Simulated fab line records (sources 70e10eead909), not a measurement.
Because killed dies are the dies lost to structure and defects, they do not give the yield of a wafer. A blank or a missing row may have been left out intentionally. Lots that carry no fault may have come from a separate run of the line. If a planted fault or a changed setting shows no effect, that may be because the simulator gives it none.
Matching of chambers + flow nand_harc + NHARC_A_CHANNEL_FILL_D2_CMP_10 on cmp-01 has 4 sister chambers
The step polishes, target thk 150 nm. 16 wafers are shown with their chamber, then 8 later ones without.

EACH WAFER AND ITS CHAMBER
| wafer  | chamber | motor_current_A (A) | time_to_endpoint_s (s) |
|--------|---------|---------------------|------------------------|
| L075.1 | 2       | 11.0                | 15                     |
| L075.2 | 1       | 9.8                 | 11                     |
| L075.5 | 2       | 10.8                | 15                     |
| L080.2 | 0       | 12.6                | 16                     |
| L080.4 | 3       | 11.1                | 12                     |
| L080.5 | 0       | 13.0                | 14                     |
| L081.3 | 3       | 10.7                | 11                     |
| L081.4 | 2       | 11.2                | 16                     |
| L081.6 | 2       | 11.0                | 15                     |
| L085.2 | 3       | 11.5                | 15                     |
| L085.3 | 0       | 12.4                | 14                     |
| L085.5 | 2       | 11.1                | 18                     |
| L088.1 | 0       | 11.8                | 16                     |
| L088.3 | 3       | 11.0                | 13                     |
| L088.6 | 2       | 10.9                | 17                     |
| L091.1 | 3       | 10.6                | 16                     |

SIGNATURES (averages over the wafers above)
| reading            | chamber 0 | chamber 1 | chamber 2 | chamber 3 | scatter within a chamber |
|--------------------|-----------|-----------|-----------|-----------|--------------------------|
| motor_current_A    | 12.450    | 9.800     | 11.000    | 10.980    | 0.336                    |
| time_to_endpoint_s | 15.00     | 11.00     | 16.00     | 13.40     | 1.56                     |
Rule: for a wafer and a chamber, the distance is found by dividing, reading by reading, the gap between the wafer's reading and the chamber's mean by the reading's scatter, squaring, summing and taking the root. The wafer belongs to the nearest chamber; if the next one is less than 2 further off, it can't be placed. The scatter is the square root of a quotient: the sum, over the shown wafers, of each reading's squared deviation from its chamber's mean, divided by wafers minus chambers.

WAFERS WITH NO CHAMBER GIVEN
| wafer  | motor_current_A (A) | time_to_endpoint_s (s) |
|--------|---------------------|------------------------|
| L091.5 | 9.8                 | 13                     |
| L091.6 | 12.9                | 17                     |
| L092.1 | 10.7                | 17                     |
| L092.3 | 10.0                | 10                     |
| L092.4 | 12.3                | 15                     |
| L095.2 | 10.8                | 13                     |
| L095.3 | 10.6                | 18                     |
| L095.6 | 12.6                | 15                     |

WHICH CHAMBER EACH WENT THROUGH
| wafer  | from the rows above     | in truth |
|--------|-------------------------|----------|
| L091.5 | 1                       | 1        |
| L091.6 | 0                       | 0        |
| L092.1 | can't be placed: 2 or 3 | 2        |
| L092.3 | 1                       | 1        |
| L092.4 | 0                       | 0        |
| L095.2 | can't be placed: 3 or 2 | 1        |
| L095.3 | can't be placed: 2 or 3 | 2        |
| L095.6 | 0                       | 0        |
Placed correctly: 5 of 8. From these rows, 3 cannot be placed; in 2 the true chamber is one of the candidates. Number placed wrongly: 0.
